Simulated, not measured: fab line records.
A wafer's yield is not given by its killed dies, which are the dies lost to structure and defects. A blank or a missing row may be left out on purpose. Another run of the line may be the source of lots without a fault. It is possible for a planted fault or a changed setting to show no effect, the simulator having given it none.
Chamber matching | flow n5-finfet | rie-diel-04 running N5_BEOL_M6_STRIP_19: 4 sister chambers
The step strips in O2. 16 wafers are shown with their chamber, then 8 later ones without.

== WAFERS PAIRED WITH THEIR CHAMBERS ==
wafer  | chamber | throttle-valve-pct (%) | showerhead-plenum-p-Torr (Torr) | rf-vpp-V (V)
L074.2 | 0       | 16.35                  | 2.14                            | 3.3
L074.4 | 1       | 16.72                  | 1.95                            | 4.5
L074.5 | 2       | 16.97                  | 2.13                            | 3.6
L083.2 | 2       | 16.60                  | 2.13                            | 4.6
L083.5 | 1       | 16.31                  | 2.21                            | 3.9
L083.6 | 2       | 16.56                  | 2.13                            | 3.8
L085.1 | 1       | 16.33                  | 2.21                            | 3.4
L085.4 | 3       | 16.18                  | 2.15                            | 4.0
L085.5 | 0       | 16.40                  | 2.13                            | 3.3
L088.2 | 2       | 16.62                  | 2.12                            | 2.7
L088.5 | 1       | 16.33                  | 2.20                            | 3.8
L088.6 | 2       | 16.59                  | 2.12                            | 3.9
L089.1 | 0       | 16.41                  | 2.13                            | 4.5
L089.4 | 1       | 16.32                  | 2.20                            | 3.9
L089.6 | 1       | 16.32                  | 2.20                            | 3.1
L090.1 | 3       | 16.22                  | 2.14                            | 4.5

SIGNATURES (means of the wafers above)
reading                  | chamber 0 | chamber 1 | chamber 2 | chamber 3 | scatter within a chamber
throttle-valve-pct       | 16.3867   | 16.3883   | 16.6680   | 16.2000   | 0.145
showerhead-plenum-p-Torr | 2.1333    | 2.1617    | 2.1260    | 2.1450    | 0.0672
rf-vpp-V                 | 3.700     | 3.767     | 3.720     | 4.250     | 0.585
Rule: distance of a wafer from a chamber = root of the sum over the readings of ((wafer's reading minus chamber's mean) / reading's scatter) squared. If the next closest chamber is less than 2 further off than the closest, the wafer can't be placed; otherwise it belongs to the closest. The scatter is the square root of a quotient: the sum, over the shown wafers, of each reading's squared deviation from its chamber's mean, divided by wafers minus chambers.

== WAFERS WITH NO CHAMBER GIVEN ==
wafer  | throttle-valve-pct (%) | showerhead-plenum-p-Torr (Torr) | rf-vpp-V (V)
L090.3 | 16.61                  | 2.12                            | 2.5
L090.5 | 16.63                  | 2.12                            | 3.1
L097.3 | 16.44                  | 2.12                            | 4.4
L097.5 | 16.35                  | 2.20                            | 3.7
L097.6 | 16.65                  | 2.11                            | 3.0
L096.2 | 16.37                  | 2.20                            | 3.6
L096.4 | 16.46                  | 2.12                            | 3.3
L096.6 | 16.66                  | 2.11                            | 3.6

== WHICH CHAMBER EACH WENT THROUGH ==
wafer  | from the rows above               | in truth
L090.3 | can't be placed: 2 or 0 or 1      | 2
L090.5 | can't be placed: 2 or 0 or 1      | 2
L097.3 | can't be placed: 0 or 1 or 3 or 2 | 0
L097.5 | can't be placed: 1 or 0 or 3 or 2 | 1
L097.6 | can't be placed: 2 or 0 or 1      | 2
L096.2 | can't be placed: 1 or 0 or 3 or 2 | 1
L096.4 | can't be placed: 0 or 1 or 2 or 3 | 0
L096.6 | can't be placed: 2 or 0 or 1      | 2
Correctly placed: 0 of 8. Cannot be placed on the basis of these rows: 8; the candidates contain the true chamber in 8. Wrongly placed: 0.
